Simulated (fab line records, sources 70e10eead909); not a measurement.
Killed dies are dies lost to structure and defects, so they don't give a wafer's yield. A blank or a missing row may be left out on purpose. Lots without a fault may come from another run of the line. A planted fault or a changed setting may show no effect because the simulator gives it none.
fab line records | flow nand_harc
record lots=24 wafers=72 last_day=34
route steps=1302 shown A_M0@1148 A_M1@1180 A_BONDPAD@1232 HYBRID_BOND@1243
lots that met no fault: from a run of the same line without faults
start_h: hours from the record's first day to the start of the lot's first wafer shown | wait_h: hours since the lot's step before | " the same as in the row above | L1.1+2: a row that stands for several wafers | - no value, or no start given | * or withheld: withheld | < > ~ a bound
route shown NAME@n: a module of which the file shows steps, and the number in the route of the first | usual: mean/standard deviation of fault-free wafers | same: alike in all rows | chamber/n: place in a boat | sites: the reading at each site | _std_site: their standard deviation | _edge_site: outer sites' mean less inner sites' | radius_mm: how far each site lies from the wafer's centre | mask NAME#n: copy n | behind: the tool/chamber that last shaped the wafer | hold: why the lot was held/for how many hours/how that ended | device: the transistor (n, p or np) that didn't switch | end of line: the same wafers' tests at the end of the route | a step without rows: its recipe alone | killed: dies lost to structure and defects at the first sort, not the wafer's yield | map: a wafer's dies, x killed, . not, _ none there
set.NAME: the setting as run; set.NAME@STEP: as run at that earlier step | model.NAME: the simulator's own value behind a step, which no gauge read
steps of the route over a sample of lots; a table a step, a row a wafer
services: from which hour (start_h, from the record's first day; less than 0 if before it) a tool's chamber was out of use, for how many hours, and why
## steps
# step NHARC_A_M0_OVL_MEAS_10
# recipe pitch_nm=160
# usual overlay_x_nm=0.0/0.77 overlay_y_nm=-0.1/0.92
# columns lot.wafer tool chamber start_h wait_h overlay_x_nm overlay_y_nm
L074.2 overlay-02 - 532.21 - -1.3 0.8
L074.3 " - " " -1.0 1.0
L074.4 " - " " -0.7 0.9
L075.1 overlay-01 - 533.01 - -0.1 -0.5
L075.2 " - " " -0.3 -0.7
L075.5 " - " " -0.4 -1.0
L076.2 overlay-02 - 538.67 - 1.4 1.3
L076.3 " - " " 0.8 2.2
L076.5 " - " " 2.0 1.5
L077.3 overlay-02 - 563.24 - 0.4 0.2
L077.4 " - " " 0.3 -0.2
L077.5 " - " " 0.7 -0.2
L079.1 overlay-02 - 574.20 - 1.2 0.1
L079.2 " - " " 0.9 0.7
L079.4 " - " " 0.9 1.1
L078.4 overlay-02 - 588.36 - 1.0 -1.1
L078.5 " - " " 0.5 -0.6
L078.6 " - " " 0.5 -1.0
L081.1 overlay-02 - 593.92 - -0.2 0.6
L081.2 " - " " 0.0 0.7
L081.5 " - " " -0.6 0.7
L082.2 overlay-02 - 604.90 - -0.8 -0.5
L082.3 " - " " -0.6 0.0
L082.4 " - " " -0.3 -0.5
L080.3 overlay-01 - 608.15 - -0.2 -1.1
L080.4 " - " " 0.1 -1.2
L080.6 " - " " -0.5 -1.0
L083.2 overlay-01 - 609.33 - -1.2 0.1
L083.3 " - " " -0.1 -0.7
L083.6 " - " " -0.7 0.2
L084.1 overlay-02 - 615.03 - 0.7 -0.7
L084.3 " - " " 0.4 -1.3
L084.6 " - " " -0.5 -0.8
L085.1 overlay-01 - 637.24 - 0.1 -0.2
L085.3 " - " " 0.3 -0.7
L085.6 " - " " 0.6 -1.2
L086.4 overlay-02 - 642.91 - 0.7 1.2
L086.5 " - " " 0.8 1.1
L086.6 " - " " 0.4 0.8
L087.2 overlay-02 - 645.33 - 0.7 0.5
L087.3 " - " " 0.3 0.7
L087.4 " - " " 0.4 0.5
L088.2 overlay-01 - 674.28 - 0.2 0.4
L088.3 " - " " 0.2 0.6
L088.5 " - " " -0.6 0.6
L089.2 overlay-01 - 675.99 - -0.3 -2.5
L089.4 " - " " -0.5 -1.8
L089.5 " - " " -0.6 -2.3
L090.1 overlay-02 - 693.56 - 0.4 -1.4
L090.4 " - " " 0.3 -1.1
L090.5 " - " " 1.2 -1.3
L091.1 overlay-01 - 694.64 - -1.4 -0.9
L091.3 " - " " -1.3 -0.8
L091.5 " - " " -1.2 -0.4
L092.1 overlay-02 - 698.65 - 0.0 0.5
L092.3 " - " " 0.0 0.1
L092.5 " - " " -0.5 -0.1
L093.3 overlay-02 - 714.96 - 0.8 0.0
L093.4 " - " " 0.9 -0.2
L093.5 " - " " 1.1 0.0
L096.1 overlay-01 - 721.73 - 0.6 1.3
L096.3 " - " " 0.7 1.2
L096.6 " - " " 0.4 0.5
L094.2 overlay-01 - 722.05 - -0.7 0.5
L094.3 " - " " -0.4 1.0
L094.4 " - " " -0.4 0.2
L095.4 overlay-02 - 727.44 - -1.7 -1.1
L095.5 " - " " -1.3 -1.2
L095.6 " - " " -2.0 -0.7
L097.3 overlay-02 - 763.13 - -0.3 0.3
L097.4 " - " " -0.5 0.9
L097.5 " - " " 0.4 0.7
# step NHARC_A_M1_OVL_MEAS_10
# recipe pitch_nm=240
# usual overlay_x_nm=0.2/0.73 overlay_y_nm=0.1/0.77
# columns lot.wafer tool chamber start_h wait_h overlay_x_nm overlay_y_nm
L074.2 overlay-02 - 536.24 - 0.9 0.4
L074.3 " - " " 0.9 0.2
L074.4 " - " " 1.0 0.2
L075.1 overlay-01 - 537.09 - -0.1 -0.8
L075.2 " - " " 0.0 -0.7
L075.5 " - " " 0.2 -0.7
L076.2 overlay-02 - 542.60 - 0.0 0.4
L076.3 " - " " 0.4 0.2
L076.5 " - " " 0.5 -0.1
L077.3 overlay-02 - 567.30 - -0.1 -0.3
L077.4 " - " " -0.7 -0.2
L077.5 " - " " -0.2 -0.4
L079.1 overlay-01 - 578.25 - 1.1 -0.7
L079.2 " - " " 0.8 -0.6
L079.4 " - " " 0.7 -0.6
L078.4 overlay-02 - 592.42 - 0.1 0.4
L078.5 " - " " 0.5 0.3
L078.6 " - " " -0.4 0.5
L081.1 overlay-01 - 598.02 - -1.1 -1.3
L081.2 " - " " -0.5 -1.6
L081.5 " - " " -0.2 -1.0
L082.2 overlay-01 - 608.99 - -0.5 1.3
L082.3 " - " " -0.4 0.8
L082.4 " - " " -0.3 1.1
L080.3 overlay-02 - 612.09 - 0.2 1.3
L080.4 " - " " 0.2 2.0
L080.6 " - " " 0.4 1.8
L083.2 overlay-02 - 613.62 - -0.3 -0.1
L083.3 " - " " 0.5 0.1
L083.6 " - " " 0.1 0.2
L084.1 overlay-01 - 619.28 - -0.6 -0.1
L084.3 " - " " -0.3 0.0
L084.6 " - " " 0.1 0.4
L085.1 overlay-01 - 641.18 - -0.3 -0.4
L085.3 " - " " -0.2 -0.4
L085.6 " - " " -0.6 0.1
L086.4 overlay-01 - 647.01 - 1.8 -1.2
L086.5 " - " " 1.3 -1.2
L086.6 " - " " 1.7 -1.1
L087.2 overlay-01 - 649.56 - 1.1 -0.3
L087.3 " - " " 1.0 0.4
L087.4 " - " " 1.2 0.0
L088.2 overlay-01 - 678.23 - 0.9 0.1
L088.3 " - " " 0.6 0.0
L088.5 " - " " 0.7 0.0
L089.2 overlay-02 - 680.08 - 0.8 -0.8
L089.4 " - " " 0.4 -0.7
L089.5 " - " " 0.6 -0.2
L090.1 overlay-02 - 697.58 - 0.5 0.1
L090.4 " - " " 0.5 0.1
L090.5 " - " " 0.2 0.0
L091.1 overlay-01 - 698.59 - -0.7 0.0
L091.3 " - " " -0.9 0.1
L091.5 " - " " -0.6 -0.5
L092.1 overlay-02 - 702.72 - -0.4 -0.4
L092.3 " - " " -0.3 -0.3
L092.5 " - " " -0.4 -0.3
L093.3 overlay-02 - 719.02 - -1.6 1.1
L093.4 " - " " -1.3 2.2
L093.5 " - " " -1.4 1.2
L096.1 overlay-01 - 725.97 - 1.5 0.7
L096.3 " - " " 1.2 1.6
L096.6 " - " " 0.9 1.6
L094.2 overlay-02 - 726.24 - -0.3 -0.4
L094.3 " - " " 0.4 0.8
L094.4 " - " " -0.4 0.4
L095.4 overlay-01 - 731.67 - 0.2 -0.7
L095.5 " - " " 0.6 -0.7
L095.6 " - " " 0.4 0.1
L097.3 overlay-02 - 767.28 - 1.4 0.9
L097.4 " - " " 1.9 0.7
L097.5 " - " " 1.3 1.1
# step NHARC_A_M1_PVD_20
# recipe target_thk_a=50 bias_v=168.6 power_w=15000 chamber_pressure_pa=0.12 time_s=8.06 substrate_temp_c=50 material=TaN
# usual throttle_valve_pct=29.9/0.76
# columns lot.wafer tool chamber start_h wait_h throttle_valve_pct
L074.3 pvd_sputter-02 - - - 28.0
L074.4 " - " " 30.6
L074.2 " - " " 31.3
L075.1 pvd_sputter-02 - - - 31.5
L075.2 " - " " 27.8
L075.5 " - " " 28.0
L076.2 pvd_sputter-01 - - - 29.9
L076.3 " - " " 30.7
L076.5 " - " " 30.5
L077.3 pvd_sputter-01 - - - 29.9
L077.4 " - " " 30.2
L077.5 " - " " 30.6
L079.2 pvd_sputter-01 - - - 30.9
L079.4 " - " " 30.2
L079.1 " - " " 30.3
L078.4 pvd_sputter-01 - - - 30.1
L078.6 " - " " 29.7
L078.5 " - " " 30.4
L081.2 pvd_sputter-01 - - - 30.7
L081.1 " - " " 30.5
L081.5 " - " " 29.4
L082.2 pvd_sputter-03 - - - 28.5
L082.4 " - " " 29.4
L082.3 " - " " 30.0
L080.3 pvd_sputter-02 - - - 28.0
L080.4 " - " " 29.4
L080.6 " - " " 31.4
L083.2 pvd_sputter-01 - - - 30.1
L083.3 " - " " 30.6
L083.6 " - " " 29.6
L084.1 pvd_sputter-01 - - - 30.2
L084.3 " - " " 30.7
L084.6 " - " " 30.4
L085.1 pvd_sputter-03 - - - 30.1
L085.3 " - " " 28.5
L085.6 " - " " 29.9
L086.4 pvd_sputter-03 - - - 30.0
L086.6 " - " " 29.7
L086.5 " - " " 29.8
L087.4 pvd_sputter-01 - - - 30.4
L087.3 " - " " 30.7
L087.2 " - " " 29.2
L088.2 pvd_sputter-03 - - - 30.0
L088.3 " - " " 29.7
L088.5 " - " " 30.0
L089.4 pvd_sputter-03 - - - 28.5
L089.2 " - " " 29.8
L089.5 " - " " 30.0
L090.1 pvd_sputter-01 - - - 29.6
L090.4 " - " " 30.3
L090.5 " - " " 30.4
L091.3 pvd_sputter-01 - - - 30.3
L091.1 " - " " 30.8
L091.5 " - " " 30.1
L092.1 pvd_sputter-03 - - - 30.1
L092.3 " - " " 30.1
L092.5 " - " " 30.0
L093.4 pvd_sputter-03 - - - 29.4
L093.3 " - " " 30.3
L093.5 " - " " 29.2
L096.3 pvd_sputter-01 - - - 30.5
L096.1 " - " " 30.8
L096.6 " - " " 30.5
L094.4 pvd_sputter-03 - - - 30.4
L094.2 " - " " 29.1
L094.3 " - " " 29.5
L095.4 pvd_sputter-03 - - - 29.1
L095.5 " - " " 30.3
L095.6 " - " " 29.6
L097.4 pvd_sputter-02 - - - 29.2
L097.3 " - " " 31.3
L097.5 " - " " 30.0
# step NHARC_A_M1_INSPECT_27
# usual raw_defect_count=573/220
# columns lot.wafer tool chamber start_h wait_h raw_defect_count
L074.2 defect_inspect-01 - 538.92 0.0 392
L074.3 " - " " 603
L074.4 " - " " 422
L075.1 defect_inspect-01 - 539.75 0.0 431
L075.2 " - " " 598
L075.5 " - " " 613
L076.2 defect_inspect-02 - 545.28 0.0 526
L076.3 " - " " 641
L076.5 " - " " 688
L077.3 defect_inspect-02 - 569.96 0.0 550
L077.4 " - " " 351
L077.5 " - " " 405
L079.1 defect_inspect-02 - 581.01 0.0 471
L079.2 " - " " 493
L079.4 " - " " 416
L078.4 defect_inspect-02 - 595.19 0.0 762
L078.5 " - " " 742
L078.6 " - " " 679
L081.1 defect_inspect-02 - 600.72 0.0 370
L081.2 " - " " 436
L081.5 " - " " 433
L082.2 defect_inspect-01 - 611.84 0.0 430
L082.3 " - " " 489
L082.4 " - " " 730
L080.3 defect_inspect-02 - 614.78 0.0 746
L080.4 " - " " 709
L080.6 " - " " 447
L083.2 defect_inspect-01 - 616.74 0.0 501
L083.3 " - " " 502
L083.6 " - " " 576
L084.1 defect_inspect-02 - 622.02 0.0 560
L084.3 " - " " 428
L084.6 " - " " 468
L085.1 defect_inspect-02 - 644.03 0.0 619
L085.3 " - " " 651
L085.6 " - " " 636
L086.4 defect_inspect-01 - 649.69 0.0 327
L086.5 " - " " 470
L086.6 " - " " 489
L087.2 defect_inspect-01 - 652.29 0.0 834
L087.3 " - " " 2305
L087.4 " - " " 1363
L088.2 defect_inspect-01 - 681.23 0.0 395
L088.3 " - " " 474
L088.5 " - " " 506
L089.2 defect_inspect-01 - 683.11 0.0 474
L089.4 " - " " 427
L089.5 " - " " 855
L090.1 defect_inspect-01 - 700.25 0.0 508
L090.4 " - " " 523
L090.5 " - " " 499
L091.1 defect_inspect-01 - 701.27 0.0 497
L091.3 " - " " 448
L091.5 " - " " 502
L092.1 defect_inspect-01 - 705.51 0.0 531
L092.3 " - " " 567
L092.5 " - " " 593
L093.3 defect_inspect-02 - 721.69 0.0 406
L093.4 " - " " 489
L093.5 " - " " 505
L096.1 defect_inspect-02 - 728.64 0.0 518
L096.3 " - " " 494
L096.6 " - " " 598
L094.2 defect_inspect-01 - 728.98 0.1 489
L094.3 " - " " 531
L094.4 " - " " 626
L095.4 defect_inspect-01 - 734.34 0.0 613
L095.5 " - " " 572
L095.6 " - " " 528
L097.3 defect_inspect-02 - 769.99 0.0 652
L097.4 " - " " 711
L097.5 " - " " 667
# step NHARC_A_BONDPAD_THK_MEAS_20
# recipe thk_meas_gauge=xrf
# usual thk_nm=169.9/1.5
# columns lot.wafer tool chamber start_h wait_h thk_nm
L074.2 film_metro-01 - 543.29 - 170.8
L074.3 " - " " 169.5
L074.4 " - " " 168.7
L075.1 film_metro-01 - 544.37 - 171.8
L075.2 " - " " 171.2
L075.5 " - " " 172.4
L076.2 film_metro-01 - 549.70 - 170.4
L076.3 " - " " 167.3
L076.5 " - " " 167.9
L077.3 film_metro-02 - 574.31 - 168.7
L077.4 " - " " 169.6
L077.5 " - " " 168.8
L079.1 film_metro-01 - 585.49 - 169.8
L079.2 " - " " 170.9
L079.4 " - " " 171.2
L078.4 film_metro-01 - 599.98 - 166.7
L078.5 " - " " 171.7
L078.6 " - " " 169.0
L081.1 film_metro-02 - 605.23 - 167.9
L081.2 " - " " 171.6
L081.5 " - " " 170.2
L082.2 film_metro-01 - 616.50 - 170.8
L082.3 " - " " 170.5
L082.4 " - " " 170.2
L080.3 film_metro-02 - 619.26 - 169.7
L080.4 " - " " 171.2
L080.6 " - " " 172.0
L083.2 film_metro-02 - 621.22 - 169.5
L083.3 " - " " 168.9
L083.6 " - " " 168.6
L084.1 film_metro-01 - 626.51 - 170.1
L084.3 " - " " 169.4
L084.6 " - " " 171.3
L085.1 film_metro-02 - 648.50 - 168.6
L085.3 " - " " 169.2
L085.6 " - " " 171.5
L086.4 film_metro-02 - 654.04 - 168.5
L086.5 " - " " 171.0
L086.6 " - " " 170.3
L087.2 film_metro-02 - 656.63 - 172.9
L087.3 " - " " 168.5
L087.4 " - " " 169.4
L088.2 film_metro-01 - 685.58 - 171.0
L088.3 " - " " 171.1
L088.5 " - " " 170.9
L089.2 film_metro-01 - 687.46 - 169.2
L089.4 " - " " 170.7
L089.5 " - " " 168.6
L090.1 film_metro-01 - 704.62 - 170.1
L090.4 " - " " 170.2
L090.5 " - " " 171.1
L091.1 film_metro-02 - 705.62 - 168.0
L091.3 " - " " 166.7
L091.5 " - " " 168.6
L092.1 film_metro-02 - 710.62 - 169.3
L092.3 " - " " 170.4
L092.5 " - " " 169.2
L093.3 film_metro-02 - 726.28 - 170.9
L093.4 " - " " 170.0
L093.5 " - " " 170.3
L096.1 film_metro-02 - 733.45 - 170.3
L096.3 " - " " 169.1
L096.6 " - " " 170.0
L094.2 film_metro-02 - 733.70 - 169.1
L094.3 " - " " 169.0
L094.4 " - " " 166.6
L095.4 film_metro-01 - 738.83 - 167.5
L095.5 " - " " 171.0
L095.6 " - " " 170.6
L097.3 film_metro-02 - 774.76 - 170.8
L097.4 " - " " 168.4
L097.5 " - " " 170.8
# step NHARC_HYBRID_BOND_INSPECT_06
# recipe inspect_instrument=ir_void
# usual raw_defect_count=98/35
# columns lot.wafer tool chamber start_h wait_h raw_defect_count
L075.1 defect_inspect-02 - 553.86 0.0 142
L075.2 " - " " 162
L075.5 " - " " 135
L074.2 defect_inspect-01 - 553.87 0.1 27
L074.3 " - " " 25
L074.4 " - " " 32
L076.2 defect_inspect-02 - 559.74 0.1 143
L076.3 " - " " 146
L076.5 " - " " 153
L077.3 defect_inspect-01 - 591.74 0.1 72
L077.4 " - " " 59
L077.5 " - " " 58
L079.1 defect_inspect-02 - 601.83 0.0 65
L079.2 " - " " 58
L079.4 " - " " 61
L078.4 defect_inspect-01 - 610.43 0.1 89
L078.5 " - " " 80
L078.6 " - " " 86
L081.1 defect_inspect-02 - 615.43 0.0 72
L081.2 " - " " 69
L081.5 " - " " 65
L082.2 defect_inspect-01 - 626.30 0.1 68
L082.3 " - " " 71
L082.4 " - " " 65
L080.3 defect_inspect-02 - 626.30 0.1 124
L080.4 " - " " 111
L080.6 " - " " 107
L083.2 defect_inspect-02 - 631.01 0.1 93
L083.3 " - " " 108
L083.6 " - " " 90
L084.1 defect_inspect-01 - 636.27 0.0 157
L084.3 " - " " 139
L084.6 " - " " 154
L085.1 defect_inspect-02 - 658.21 0.0 113
L085.3 " - " " 100
L085.6 " - " " 121
L086.4 defect_inspect-02 - 664.09 0.1 73
L086.5 " - " " 63
L086.6 " - " " 74
L087.2 defect_inspect-01 - 664.11 0.1 98
L087.3 " - " " 98
L087.4 " - " " 84
L088.2 defect_inspect-01 - 697.31 0.1 156
L088.3 " - " " 154
L088.5 " - " " 149
L089.2 defect_inspect-02 - 697.31 0.1 138
L089.4 " - " " 90
L089.5 " - " " 108
L090.1 defect_inspect-02 - 714.30 0.0 84
L090.4 " - " " 66
L090.5 " - " " 74
L091.1 defect_inspect-01 - 714.30 0.0 50
L091.3 " - " " 61
L091.5 " - " " 62
L092.1 defect_inspect-02 - 720.39 0.0 117
L092.3 " - " " 112
L092.5 " - " " 135
L093.3 defect_inspect-01 - 736.04 0.1 121
L093.4 " - " " 114
L093.5 " - " " 111
L096.1 defect_inspect-01 - 743.46 0.0 121
L096.3 " - " " 110
L096.6 " - " " 101
L094.2 defect_inspect-02 - 743.46 0.1 78
L094.3 " - " " 88
L094.4 " - " " 74
L095.4 defect_inspect-01 - 758.05 0.1 96
L095.5 " - " " 84
L095.6 " - " " 97
L097.3 defect_inspect-02 - 784.47 0.1 115
L097.4 " - " " 144
L097.5 " - " " 131
## services
# columns tool chamber start_h hours kind
pvd_sputter-03 - 526.00 10.0 pm
pvd_sputter-03 - 577.69 6.1 repair
pvd_sputter-01 - 582.04 10.0 pm
pvd_sputter-03 - 615.17 1.0 repair
pvd_sputter-02 - 638.05 10.0 pm
pvd_sputter-01 - 661.44 2.3 repair
pvd_sputter-02 - 666.66 1.3 repair
pvd_sputter-01 - 677.00 13.4 repair
pvd_sputter-02 - 729.17 2.0 repair
pvd_sputter-03 - 750.95 2.5 repair
pvd_sputter-01 - 760.04 10.0 pm
## key
fault none
